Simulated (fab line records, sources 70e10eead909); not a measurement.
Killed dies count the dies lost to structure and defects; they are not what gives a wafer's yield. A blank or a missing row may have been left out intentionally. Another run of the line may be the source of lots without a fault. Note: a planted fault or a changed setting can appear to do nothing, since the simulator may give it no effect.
Chamber matching    flow nandHarc    NHARC_A_CONTACT_ETCH_97 on rieDiel-05: 4 sister chambers
The step etches the open film in C4F6/O2, target depth 20 nm, time 10 s. 8 wafers are shown with their chamber, then 7 later ones without.

== WAFERS WITH THEIR CHAMBER ==
wafer   chamber  showerheadPlenumPTorr (Torr)  drypumpMotorCurrentA (A)
L229.2  1        4.09                          6.2
L233.4  2        3.83                          5.8
L240.4  2        3.82                          5.9
L240.6  3        3.98                          5.8
L244.1  3        3.98                          5.8
L244.5  0        3.65                          6.0
L250.1  0        3.64                          6.0
L250.3  1        4.07                          6.2

== WAFERS WITHOUT THEIR CHAMBER ==
wafer   showerheadPlenumPTorr (Torr)  drypumpMotorCurrentA (A)
L250.6  4.07                          6.2
L249.4  3.81                          5.9
L249.5  4.07                          6.2
L249.6  3.81                          5.9
L251.3  3.81                          5.9
L251.4  4.06                          6.2
L251.5  3.97                          5.8

== CHAMBER TAKEN BY EACH ==
wafer   from the rows above  in truth
L250.6  1                    1
L249.4  2                    2
L249.5  1                    1
L249.6  2                    2
L251.3  2                    2
L251.4  1                    1
L251.5  3                    3
Correctly placed: 7 of 7. Not placeable from these rows: 0. Number placed wrongly: 0.
How it was worked out, from the rows above alone: a wafer's distance from a chamber is the root of the sum, over the readings, of the square of ((its reading less the chamber's mean) divided by the reading's scatter). If the next closest chamber is less than 2 further off than the closest, the wafer can't be placed; otherwise it belongs to the closest. The mean given for a chamber averages the wafers shown for that chamber. The scatter: the root of (the sum of the squares of (reading less its chamber's mean) over the shown wafers, divided by (wafers less chambers)).
